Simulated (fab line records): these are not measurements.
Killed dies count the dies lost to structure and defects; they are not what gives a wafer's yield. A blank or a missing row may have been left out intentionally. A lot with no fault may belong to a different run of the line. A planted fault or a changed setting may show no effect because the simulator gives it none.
fab line records + flow n5_finfet
[record]
- lots = 8
- wafers = 24
- last_day = 17
route steps=1938 shown MOL_CONTACT_COAG@530 BEOL_M4@1111
lots untouched by any fault: they come from a run of this same line in which no faults occurred
start_h: hours from the record's first day to the start of the lot's first wafer shown + wait_h: hours from the lot's prior step to this one + " identical to the entry in the row above + L1.1+2: a row that stands for several wafers + - no value, or no start given + * or withheld: withheld + < > ~ a bound
route shown NAME@n: NAME is a module with steps in the file, n the number in the route of the first one + usual: mean/standard deviation taken from wafers without a fault + same: alike in all rows + chamber/n: place in a boat + sites: the reading at each site + _std_site: the standard deviation of these + _edge_site: mean of outer sites minus mean of inner sites + radius_mm: for every site, how far away it sits from the centre of the wafer + mask NAME#n: copy n + behind: the tool/chamber that last shaped the wafer + hold: why the lot went on hold/how many hours it stayed there/how the hold came to an end + device: names the non-switching transistor (n, p or np) + end of line: the route-end tests of the same wafers + a step given without rows: its recipe and nothing more + killed: not the wafer's yield, but the dies lost to structure and defects at the first sort + map: shows each die of a wafer: x if killed, . if not, _ if none is there
set.NAME: the setting as run; set.NAME@STEP: as run at that earlier step + model.NAME: the simulator's own value behind a step, which no gauge read
route steps across a sampled set of lots; one table per step, one row per wafer
services: a tool's chamber out of use, with start hour (start_h, from the record's first day; less than 0 if before it), hours out, and reason
[[steps]]
[step N5_MOL_CONTACT_COAG_ETCH_59]
[recipe]
- chemistry = N2/H2
- target = underlayer
- target_depth_a = 130
- mask_material = CAR-EUV
- time_s = 10.4
- ion_energy_ev = 200
- pressure_mtorr = 30
- source_w = 840
- bias_w = 150
- n2_flow_sccm = 200
- h2_flow_sccm = 200
- ends = cleared
[usual]
- drypump_motor_current_A = 5.6/0.55
- etch_rf_on_time_s = 10.39/0.15
- oes_product_au = 0.66/0.058
- rf_vpp_V = 525.0/2.2
- showerhead_plenum_p_Torr = 2.58/0.076
- throttle_valve_pct = 17.87/0.21
| lot.wafer | tool        | chamber | start_h | wait_h | drypump_motor_current_A | etch_rf_on_time_s | oes_product_au | rf_hours_counter_h | rf_vpp_V | showerhead_plenum_p_Torr | throttle_valve_pct |
|-----------|-------------|---------|---------|--------|-------------------------|-------------------|----------------|--------------------|----------|--------------------------|--------------------|
| L780.1    | rie_diel-05 | 3       | 102.15  | 0.0    | 5.7                     | 10.26             | 0.77           | 21                 | 527.0    | 2.70                     | 17.45              |
| L780.4    | "           | 0       | "       | "      | 6.6                     | 10.35             | 0.60           | 214                | 522.3    | 2.51                     | 17.88              |
| L780.5    | "           | 2       | "       | "      | 5.1                     | 10.27             | 0.61           | -                  | 526.5    | 2.64                     | 18.09              |
| L785.1    | rie_diel-06 | 1       | 129.18  | 0.0    | 5.2                     | 10.49             | 0.65           | 136                | 525.3    | 2.54                     | 17.58              |
| L785.3    | "           | 2       | "       | "      | 6.6                     | 10.57             | 0.60           | 214                | 524.8    | 2.61                     | 17.88              |
| L785.5    | "           | 1       | "       | "      | 5.2                     | 10.49             | 0.65           | -                  | 524.5    | 2.54                     | 17.57              |
| L787.2    | rie_diel-01 | 3       | 143.34  | 0.0    | 5.2                     | 10.12             | 0.63           | 193                | 525.2    | 2.61                     | 18.18              |
| L787.3    | "           | 0       | "       | "      | 5.2                     | 10.54             | 0.72           | 46                 | 521.7    | 2.46                     | 17.65              |
| L787.6    | "           | 2       | "       | "      | 6.1                     | 10.36             | 0.63           | -                  | 525.4    | 2.65                     | 18.08              |
| L788.1    | rie_diel-05 | 1       | 152.82  | 0.0    | 5.8                     | 10.39             | 0.69           | 86                 | 527.3    | 2.68                     | 17.99              |
| L788.5    | "           | 1       | "       | "      | 5.8                     | 10.37             | 0.69           | -                  | 528.6    | 2.68                     | 17.99              |
| L788.6    | "           | 2       | "       | "      | 5.1                     | 10.36             | 0.60           | -                  | 527.9    | 2.63                     | 18.11              |
| L789.2    | rie_diel-06 | 3       | 155.64  | 0.0    | 5.8                     | 10.27             | 0.63           | 155                | 524.3    | 2.54                     | 18.04              |
| L789.3    | "           | 0       | "       | "      | 4.9                     | 10.31             | 0.73           | 40                 | 524.5    | 2.49                     | 17.79              |
| L789.4    | "           | 1       | "       | "      | 5.2                     | 10.51             | 0.65           | 143                | 523.6    | 2.54                     | 17.57              |
| L793.1    | rie_diel-01 | 0       | 181.01  | 0.0    | 5.2                     | 10.54             | 0.71           | 61                 | 521.4    | 2.45                     | 17.68              |
| L793.2    | "           | 3       | "       | "      | 5.2                     | 10.14             | 0.62           | 205                | 526.3    | 2.61                     | 18.21              |
| L793.3    | "           | 1       | "       | "      | 5.9                     | 10.09             | 0.81           | 9                  | 522.1    | 2.49                     | 17.71              |
| L794.1    | rie_diel-06 | 0       | 188.40  | 0.0    | 4.9                     | 10.24             | 0.72           | 49                 | 521.8    | 2.48                     | 17.80              |
| L794.5    | "           | 0       | "       | "      | 4.9                     | 10.33             | 0.72           | -                  | 522.9    | 2.48                     | 17.81              |
| L794.6    | "           | 3       | "       | "      | 5.8                     | 10.34             | 0.62           | -                  | 524.6    | 2.54                     | 18.06              |
| L801.1    | rie_diel-06 | 2       | 229.16  | 0.0    | 6.6                     | 10.72             | 0.57           | 244                | 526.8    | 2.60                     | 17.92              |
| L801.2    | "           | 1       | "       | "      | 5.2                     | 10.40             | 0.63           | 166                | 524.6    | 2.53                     | 17.62              |
| L801.6    | "           | 0       | "       | "      | 4.9                     | 10.29             | 0.71           | -                  | 523.8    | 2.48                     | 17.82              |
[step N5_MOL_CONTACT_COAG_ALD_20]
[recipe]
- material = TiN
- target_thk_a = 15
- temp_c = 400
- ald_precursor_family = TiCl4
- ald_co_reactant = NH3
- pulse_time_s = 1
- purge_time_s = 3
- co_reactant_purge_time_s = 2
- co_reactant_pulse_time_s = 2
- ald_cycles = 68
- pressure_torr = 3
[usual]
- heater_power_w = 908/88
- precursor_pulse_height_rel = 0.999/0.02
| lot.wafer | tool         | chamber | start_h | wait_h | heater_power_w | precursor_pulse_height_rel |
|-----------|--------------|---------|---------|--------|----------------|----------------------------|
| L780.1    | ald_metal-03 | 0       | 103.13  | 0.1    | 745            | 1.024                      |
| L780.4    | "            | 3       | "       | "      | 826            | 0.995                      |
| L780.5    | "            | 3       | "       | "      | 871            | 0.985                      |
| L785.1    | ald_metal-01 | 3       | 131.39  | 0.1    | 997            | 0.995                      |
| L785.3    | "            | 2       | "       | "      | 961            | 1.015                      |
| L785.5    | "            | 2       | "       | "      | 961            | 1.009                      |
| L787.2    | ald_metal-02 | 1       | 146.21  | 0.1    | 856            | 0.996                      |
| L787.3    | "            | 2       | "       | "      | 990            | 0.983                      |
| L787.6    | "            | 1       | "       | "      | 861            | 0.972                      |
| L788.1    | ald_metal-03 | 2       | 154.15  | 0.1    | 986            | 1.024                      |
| L788.5    | "            | 1       | "       | "      | 878            | 0.980                      |
| L788.6    | "            | 0       | "       | "      | 747            | 1.001                      |
| L789.2    | ald_metal-02 | 3       | 158.95  | 0.1    | 1002           | 1.011                      |
| L789.3    | "            | 0       | "       | "      | 896            | 1.011                      |
| L789.4    | "            | 2       | "       | "      | 960            | 0.989                      |
| L793.1    | ald_metal-02 | 2       | 182.16  | 0.1    | 974            | 1.000                      |
| L793.2    | "            | 1       | "       | "      | 876            | 1.016                      |
| L793.3    | "            | 0       | "       | "      | 897            | 1.016                      |
| L794.1    | ald_metal-02 | 1       | 189.35  | 0.1    | 835            | 0.990                      |
| L794.5    | "            | 1       | "       | "      | 866            | 0.985                      |
| L794.6    | "            | 2       | "       | "      | 975            | 0.976                      |
| L801.1    | ald_metal-01 | 1       | 230.16  | 0.1    | 793            | 0.995                      |
| L801.2    | "            | 2       | "       | "      | 956            | 0.973                      |
| L801.6    | "            | 3       | "       | "      | 975            | 0.995                      |
[step N5_MOL_CONTACT_COAG_SPUTTER_130]
[recipe]
- material = Co
- target_thk_a = 475
- temp_c = 25
- chamber_pressure_pa = 0.5
- power_w = 3000
[usual]
- throttle_valve_pct = 29.9/1.2
| lot.wafer | tool           | chamber | start_h | wait_h | throttle_valve_pct |
|-----------|----------------|---------|---------|--------|--------------------|
| L780.1    | pvd_sputter-01 | -       | 109.63  | 0.0    | 27.8               |
| L780.4    | "              | -       | "       | "      | 31.7               |
| L780.5    | "              | -       | "       | "      | 27.6               |
| L785.1    | pvd_sputter-03 | -       | 135.27  | 0.0    | 30.8               |
| L785.3    | "              | -       | "       | "      | 28.8               |
| L785.5    | "              | -       | "       | "      | 28.4               |
| L787.2    | pvd_sputter-01 | -       | 149.87  | 0.0    | 27.8               |
| L787.3    | "              | -       | "       | "      | 29.0               |
| L787.6    | "              | -       | "       | "      | 30.7               |
| L788.1    | pvd_sputter-02 | -       | 159.25  | 0.0    | 30.9               |
| L788.5    | "              | -       | "       | "      | 30.7               |
| L788.6    | "              | -       | "       | "      | 30.8               |
| L789.2    | pvd_sputter-01 | -       | 163.75  | 0.0    | 29.1               |
| L789.3    | "              | -       | "       | "      | 30.3               |
| L789.4    | "              | -       | "       | "      | 27.9               |
| L793.1    | pvd_sputter-02 | -       | 188.09  | 0.0    | 31.0               |
| L793.2    | "              | -       | "       | "      | 30.8               |
| L793.3    | "              | -       | "       | "      | 30.9               |
| L794.1    | pvd_sputter-01 | -       | 193.79  | 0.0    | 29.0               |
| L794.5    | "              | -       | "       | "      | 31.6               |
| L794.6    | "              | -       | "       | "      | 29.1               |
| L801.1    | pvd_sputter-01 | -       | 234.90  | 0.0    | 31.7               |
| L801.2    | "              | -       | "       | "      | 27.9               |
| L801.6    | "              | -       | "       | "      | 27.9               |
[step N5_MOL_CONTACT_COAG_CMP_23]
[recipe]
- stop_on = SiO2
- t_overpolish_s = 1.5
- post_cmp_clean = cu_alkaline
- down_force_psi = 2
- platen_rpm = 50.289
- pad_velocity_m_s = 1.0006
- target_thk_nm = 0
[usual]
- head_pressure_psi = 2.000/0.0045
- motor_current_A = 7.8/0.69
- overpolish_run_s = 1.500/0.0095
- pad_life_wafers = 1155/530
- time_to_endpoint_s = 9.6/2.5
| lot.wafer | tool   | chamber | start_h | wait_h | head_pressure_psi | motor_current_A | overpolish_run_s | pad_life_wafers | time_to_endpoint_s |
|-----------|--------|---------|---------|--------|-------------------|-----------------|------------------|-----------------|--------------------|
| L780.1    | cmp-02 | 3       | 109.81  | 0.0    | 2.004             | 8.4             | 1.486            | 414             | 11.9               |
| L780.4    | "      | 0       | "       | "      | 1.999             | 7.8             | 1.493            | 415             | 14.4               |
| L780.5    | "      | 0       | "       | "      | 1.999             | 7.5             | 1.493            | -               | 13.3               |
| L785.3    | cmp-02 | 1       | 135.45  | 0.0    | 1.993             | 7.7             | 1.516            | 618             | 9.6                |
| L785.1    | "      | 0       | "       | "      | 1.997             | 7.6             | 1.501            | 621             | 13.9               |
| L785.5    | "      | 2       | "       | "      | 2.006             | 8.0             | 1.503            | -               | 12.4               |
| L787.3    | cmp-03 | 2       | 150.09  | 0.1    | 2.005             | 8.0             | 1.497            | 1459            | 11.0               |
| L787.2    | "      | 0       | "       | "      | 2.009             | 8.8             | 1.511            | 1461            | 8.2                |
| L787.6    | "      | 2       | "       | "      | 2.000             | 8.2             | 1.498            | -               | 9.1                |
| L788.1    | cmp-03 | 2       | 159.55  | 0.1    | 1.999             | 8.2             | 1.516            | 1539            | 8.1                |
| L788.6    | "      | 3       | "       | "      | 2.001             | 7.4             | 1.508            | -               | 8.8                |
| L788.5    | "      | 0       | "       | "      | 1.997             | 9.3             | 1.501            | -               | 5.3                |
| L789.3    | cmp-02 | 1       | 163.95  | 0.0    | 2.001             | 7.3             | 1.493            | 840             | 7.8                |
| L789.2    | "      | 2       | "       | "      | 1.997             | 8.5             | 1.494            | 841             | 13.9               |
| L789.4    | "      | 3       | "       | "      | 2.002             | 8.9             | 1.496            | 842             | 9.2                |
| L793.3    | cmp-02 | 1       | 188.31  | 0.1    | 1.311             | 5.9             | 1.513            | 1033            | 13.0               |
| L793.1    | "      | 2       | "       | "      | 1.313             | 7.1             | 1.507            | 1034            | 14.9               |
| L793.2    | "      | 3       | "       | "      | 1.313             | 6.9             | 1.494            | 1035            | 16.0               |
| L794.1    | cmp-02 | 0       | 194.08  | 0.1    | 1.316             | 6.2             | 1.503            | 1071            | 17.1               |
| L794.6    | "      | 1       | "       | "      | 1.318             | 6.0             | 1.497            | -               | 13.3               |
| L794.5    | "      | 2       | "       | "      | 1.322             | 6.9             | 1.500            | -               | 15.6               |
| L801.1    | cmp-04 | 1       | 235.13  | 0.1    | 2.002             | 6.3             | 1.505            | 769             | 7.7                |
| L801.2    | "      | 2       | "       | "      | 2.012             | 7.8             | 1.506            | 770             | 8.8                |
| L801.6    | "      | 1       | "       | "      | 1.986             | 6.2             | 1.516            | -               | 8.5                |
[step N5_MOL_CONTACT_COAG_THK_MEAS_29]
[recipe]
- reads = SiNx_of_GATE_CUT_PECVD_57+SiNx_of_GATE_CUT_SAC_CAP_01
[usual]
- MD_CAP_THK = 17.93/0.093
| lot.wafer | tool          | chamber | start_h | wait_h | MD_CAP_THK[nm] |
|-----------|---------------|---------|---------|--------|----------------|
| L780.1    | film_metro-01 | -       | 112.50  | -      | 17.89          |
| L780.4    | "             | -       | "       | "      | 18.08          |
| L780.5    | "             | -       | "       | "      | 17.94          |
| L785.1    | film_metro-01 | -       | 138.13  | -      | 17.88          |
| L785.3    | "             | -       | "       | "      | 17.86          |
| L785.5    | "             | -       | "       | "      | 17.88          |
| L787.2    | film_metro-02 | -       | 152.78  | -      | 18.00          |
| L787.3    | "             | -       | "       | "      | 17.99          |
| L787.6    | "             | -       | "       | "      | 17.84          |
| L788.1    | film_metro-02 | -       | 162.64  | -      | 18.16          |
| L788.5    | "             | -       | "       | "      | 17.96          |
| L788.6    | "             | -       | "       | "      | 18.00          |
| L789.2    | film_metro-02 | -       | 167.43  | -      | 17.82          |
| L789.3    | "             | -       | "       | "      | 17.88          |
| L789.4    | "             | -       | "       | "      | 17.82          |
| L793.1    | film_metro-01 | -       | 192.27  | -      | 18.68          |
| L793.2    | "             | -       | "       | "      | 18.76          |
| L793.3    | "             | -       | "       | "      | 18.81          |
| L794.1    | film_metro-02 | -       | 196.65  | -      | 18.66          |
| L794.5    | "             | -       | "       | "      | 18.79          |
| L794.6    | "             | -       | "       | "      | 18.70          |
| L801.1    | film_metro-02 | -       | 237.77  | -      | 17.92          |
| L801.2    | "             | -       | "       | "      | 17.98          |
| L801.6    | "             | -       | "       | "      | 18.07          |
[step N5_MOL_CONTACT_COAG_ETCH_47]
[recipe]
- chemistry = CH3F/O2
- target = SiNx
- target_depth_a = 270
- mask_material = SiO2
- stop_on = W
- over_etch_frac = 0.2
- ion_energy_ev = 120
- endpoint = OES-CN
- pressure_mtorr = 30
- source_w = 395
- bias_w = 73
- Ar_flow_sccm = 150
- CH3F_flow_sccm = 30
- O2_flow_sccm = 20
- ends = end_point
[usual]
- drypump_motor_current_A = 5.6/0.53
- etch_rf_on_time_s = 31.2/0.4
- oes_product_au = 0.69/0.068
- rf_vpp_V = 301/4.6
- showerhead_plenum_p_Torr = 2.03/0.059
- throttle_valve_pct = 16.44/0.23
| lot.wafer | tool        | chamber | start_h | wait_h | drypump_motor_current_A | etch_rf_on_time_s | oes_product_au | rf_hours_counter_h | rf_vpp_V | showerhead_plenum_p_Torr | throttle_valve_pct |
|-----------|-------------|---------|---------|--------|-------------------------|-------------------|----------------|--------------------|----------|--------------------------|--------------------|
| L780.1    | rie_diel-01 | 0       | 114.60  | 0.0    | 5.1                     | 31.1              | 0.78           | 36                 | 306      | 1.95                     | 16.33              |
| L780.4    | "           | 1       | "       | "      | 5.9                     | 31.6              | 0.61           | 242                | 298      | 1.97                     | 16.61              |
| L780.5    | "           | 0       | "       | "      | 5.1                     | 31.6              | 0.78           | -                  | 305      | 1.95                     | 16.31              |
| L785.1    | rie_diel-05 | 2       | 140.56  | 0.0    | 5.1                     | 31.0              | 0.64           | 203                | 306      | 2.08                     | 16.71              |
| L785.3    | "           | 0       | "       | "      | 6.6                     | 31.1              | 0.62           | 225                | 297      | 1.99                     | 16.40              |
| L785.5    | "           | 1       | "       | "      | 5.8                     | 31.1              | 0.72           | -                  | 309      | 2.10                     | 16.42              |
| L787.2    | rie_diel-05 | 1       | 154.76  | 0.0    | 5.8                     | 31.6              | 0.71           | 87                 | 309      | 2.10                     | 16.44              |
| L787.3    | "           | 2       | "       | "      | 5.1                     | 31.2              | 0.63           | 208                | 307      | 2.08                     | 16.72              |
| L787.6    | "           | 2       | "       | "      | 5.1                     | 31.3              | 0.62           | -                  | 305      | 2.08                     | 16.71              |
| L788.1    | rie_diel-05 | 0       | 164.53  | 0.0    | 6.6                     | 32.0              | 0.61           | 233                | 297      | 1.98                     | 16.39              |
| L788.5    | "           | 2       | "       | "      | 5.1                     | 31.2              | 0.62           | -                  | 305      | 2.08                     | 16.73              |
| L788.6    | "           | 1       | "       | "      | 5.7                     | 31.1              | 0.71           | -                  | 309      | 2.10                     | 16.44              |
| L789.2    | rie_diel-01 | 0       | 169.16  | 0.0    | 5.1                     | 31.4              | 0.75           | 58                 | 306      | 1.95                     | 16.36              |
| L789.3    | "           | 3       | "       | "      | 5.2                     | 30.5              | 0.65           | 201                | 302      | 2.07                     | 16.83              |
| L789.4    | "           | 1       | "       | "      | 5.9                     | 30.4              | 0.87           | 5                  | 297      | 1.96                     | 16.16              |
| L793.1    | rie_diel-06 | 3       | 194.32  | 0.0    | 5.8                     | 32.6              | 0.65           | 166                | 296      | 1.99                     | 16.55              |
| L793.2    | "           | 1       | "       | "      | 5.2                     | 32.9              | 0.67           | 154                | 295      | 2.01                     | 16.28              |
| L793.3    | "           | 2       | "       | "      | 6.6                     | 33.1              | 0.62           | 232                | 302      | 2.06                     | 16.60              |
| L794.1    | rie_diel-05 | 3       | 199.27  | 0.0    | 5.7                     | 32.5              | 0.75           | 56                 | 296      | 2.11                     | 16.00              |
| L794.5    | "           | 3       | "       | "      | 5.7                     | 32.7              | 0.75           | -                  | 297      | 2.11                     | 16.01              |
| L794.6    | "           | 0       | "       | "      | 6.6                     | 32.6              | 0.61           | -                  | 299      | 1.98                     | 16.42              |
| L801.1    | rie_diel-05 | 2       | 240.34  | 0.0    | 5.1                     | 31.4              | 0.61           | 243                | 305      | 2.07                     | 16.79              |
| L801.2    | "           | 0       | "       | "      | 6.6                     | 31.0              | 0.90           | 1                  | 297      | 1.98                     | 15.98              |
| L801.6    | "           | 1       | "       | "      | 5.7                     | 31.6              | 0.69           | -                  | 309      | 2.09                     | 16.51              |
[step N5_BEOL_M4_RC_MEAS_101]
[usual]
- DIBL_N = 35.8/1.6
- DIBL_P = 36.0/2.1
- IOFF_N = 0.153/0.026
- IOFF_P = 0.21/0.037
- ION_N = 673/11
- ION_P = 462/7.6
- SS_N = 71.4/0.53
- SS_P = 73.2/0.67
- VT_N = 250/3.2
- VT_P = -250/3.7
| lot.wafer | tool      | chamber | start_h | wait_h | DIBL_N[mV/V] | DIBL_P[mV/V] | IOFF_N[nA/um] | IOFF_P[nA/um] | ION_N[uA/um] | ION_P[uA/um] | SS_N[mV/dec] | SS_P[mV/dec] | VT_N[mV] | VT_P[mV] |
|-----------|-----------|---------|---------|--------|--------------|--------------|---------------|---------------|--------------|--------------|--------------|--------------|----------|----------|
| L780.1    | prober-01 | 0       | 191.95  | 0.0    | 36.7         | 38.9         | 0.176         | 0.28          | 693          | 472          | 71.4         | 74.1         | 250      | -243     |
| L780.4    | "         | 0       | "       | "      | 37.7         | 40.2         | 0.201         | 0.32          | 682          | 477          | 72.1         | 74.1         | 246      | -240     |
| L780.5    | "         | 0       | "       | "      | 35.7         | 37.7         | 0.146         | 0.26          | 673          | 470          | 71.0         | 73.2         | 252      | -244     |
| L785.1    | prober-01 | 0       | 207.77  | 0.0    | 33.7         | 33.4         | 0.121         | 0.17          | 658          | 458          | 70.6         | 72.8         | 253      | -255     |
| L785.3    | "         | 0       | "       | "      | 33.4         | 32.9         | 0.111         | 0.15          | 653          | 450          | 70.4         | 72.2         | 254      | -253     |
| L785.5    | "         | 0       | "       | "      | 31.5         | 30.3         | 0.091         | 0.13          | 647          | 445          | 70.2         | 72.0         | 256      | -257     |
| L787.2    | prober-01 | 0       | 224.95  | 0.2    | 35.2         | 35.2         | 0.136         | 0.18          | 671          | 462          | 71.4         | 73.4         | 250      | -252     |
| L787.3    | "         | 0       | "       | "      | 35.3         | 35.7         | 0.153         | 0.20          | 688          | 468          | 70.8         | 72.8         | 249      | -249     |
| L787.6    | "         | 0       | "       | "      | 36.4         | 37.6         | 0.168         | 0.22          | 688          | 469          | 71.9         | 72.6         | 246      | -248     |
| L788.1    | prober-01 | 0       | 240.45  | 0.0    | 36.1         | 38.3         | 0.179         | 0.27          | 676          | 469          | 71.6         | 74.0         | 250      | -243     |
| L788.5    | "         | 0       | "       | "      | 35.8         | 37.3         | 0.177         | 0.27          | 675          | 474          | 71.6         | 74.0         | 247      | -244     |
| L788.6    | "         | 0       | "       | "      | 35.7         | 36.3         | 0.165         | 0.23          | 670          | 467          | 71.9         | 72.8         | 248      | -248     |
| L789.2    | prober-01 | 0       | 245.42  | 0.2    | 35.2         | 36.0         | 0.160         | 0.18          | 670          | 455          | 71.9         | 73.3         | 251      | -252     |
| L789.3    | "         | 0       | "       | "      | 37.1         | 39.2         | 0.186         | 0.24          | 670          | 452          | 71.4         | 74.0         | 246      | -250     |
| L789.4    | "         | 0       | "       | "      | 36.0         | 37.5         | 0.160         | 0.22          | 675          | 460          | 71.9         | 73.7         | 249      | -251     |
| L793.1    | prober-01 | 0       | 268.62  | 0.0    | 35.8         | 36.5         | 0.149         | 0.22          | 669          | 465          | 71.6         | 73.4         | 252      | -251     |
| L793.2    | "         | 0       | "       | "      | 36.1         | 37.6         | 0.159         | 0.25          | 666          | 470          | 71.6         | 73.5         | 251      | -246     |
| L793.3    | "         | 0       | "       | "      | 36.9         | 37.6         | 0.176         | 0.23          | 691          | 473          | 72.4         | 73.8         | 251      | -249     |
| L794.1    | prober-02 | 0       | 269.28  | 0.0    | 35.6         | 34.1         | 0.139         | 0.19          | 669          | 461          | 71.6         | 73.0         | 252      | -252     |
| L794.5    | "         | 0       | "       | "      | 37.7         | 36.3         | 0.164         | 0.22          | 667          | 461          | 71.1         | 73.8         | 252      | -251     |
| L794.6    | "         | 0       | "       | "      | 36.3         | 34.5         | 0.134         | 0.19          | 669          | 459          | 71.4         | 73.2         | 251      | -249     |
| L801.1    | prober-01 | 0       | 306.13  | 0.0    | 38.3         | 36.3         | 0.182         | 0.21          | 675          | 454          | 71.5         | 73.9         | 248      | -251     |
| L801.2    | "         | 0       | "       | "      | 34.6         | 32.5         | 0.124         | 0.17          | 668          | 456          | 71.3         | 72.6         | 254      | -253     |
| L801.6    | "         | 0       | "       | "      | 35.0         | 33.8         | 0.136         | 0.18          | 665          | 461          | 71.1         | 73.1         | 249      | -253     |
[[services]]
| tool           | chamber | start_h | hours | kind   |
|----------------|---------|---------|-------|--------|
| rie_diel-05    | 2       | 80.74   | 5.5   | repair |
| ald_metal-01   | 0       | 80.85   | 11.0  | repair |
| ald_metal-03   | -       | 85.15   | 8.7   | pm     |
| cmp-03         | -       | 89.20   | 2.3   | repair |
| ald_metal-03   | 1       | 94.58   | 5.6   | repair |
| pvd_sputter-02 | -       | 97.01   | 1.7   | repair |
| rie_diel-05    | 0       | 110.92  | 6.6   | repair |
| cmp-03         | -       | 114.49  | 0.3   | repair |
| pvd_sputter-02 | -       | 114.88  | 19.9  | repair |
| rie_diel-06    | 1       | 116.06  | 7.0   | repair |
| cmp-02         | -       | 136.75  | 1.0   | repair |
| pvd_sputter-01 | -       | 143.08  | 4.3   | repair |
| cmp-02         | -       | 157.28  | 1.2   | repair |
| cmp-02         | -       | 166.88  | 3.1   | repair |
| cmp-03         | -       | 172.84  | 7.8   | repair |
| ald_metal-03   | -       | 175.34  | 1.8   | repair |
| ald_metal-02   | 3       | 178.85  | 12.1  | repair |
| cmp-03         | -       | 183.94  | 1.6   | repair |
| rie_diel-01    | 1       | 194.65  | 3.8   | repair |
| ald_metal-01   | 0       | 196.31  | 3.3   | repair |
| rie_diel-05    | 1       | 208.51  | 1.2   | repair |
| ald_metal-02   | 3       | 209.07  | 23.7  | repair |
| ald_metal-02   | 2       | 228.14  | 6.6   | repair |
| rie_diel-06    | -       | 229.49  | 2.8   | pm     |
[[key]]
[first_sign]
- step = N5_MOL_CONTACT_COAG_CMP_23
- reading = head_pressure_psi
- direction = down
- sigmas = 99+
- usual = 2.000
- struck = 1.315
[effect]
- step = N5_MOL_CONTACT_COAG_CMP_23
- reading = time_to_endpoint_s
- direction = up
- sigmas = 2.1
- usual = *
- struck = *
- wafers_moved = 2
[effect]
- step = N5_MOL_CONTACT_COAG_THK_MEAS_29
- reading = MD_CAP_THK
- direction = up
- sigmas = 8.7
- usual = 17.93
- struck = 18.73
[effect]
- step = N5_MOL_CONTACT_COAG_ETCH_47
- reading = etch_rf_on_time_s
- direction = up
- sigmas = 3.7
- usual = *
- struck = *
met_at N5_MOL_CONTACT_COAG_CMP_23
struck_lots L793,L794
not_acting_at N5_MOL_CONTACT_COAG_ETCH_59,N5_MOL_CONTACT_COAG_ALD_20,N5_MOL_CONTACT_COAG_SPUTTER_130
onset_between 163.95 188.31
[fault]
- kind = process_parameter_drift
- tool = cmp-02
- chamber = -
- onset_h = 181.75
- steps = N5_MOL_CONTACT_COAG_CMP_23
- channel = down_force_psi
- offset = -0.68295
- shape = step
- end_h = 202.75
- acts_in = these_recipes_only
- stated = 2
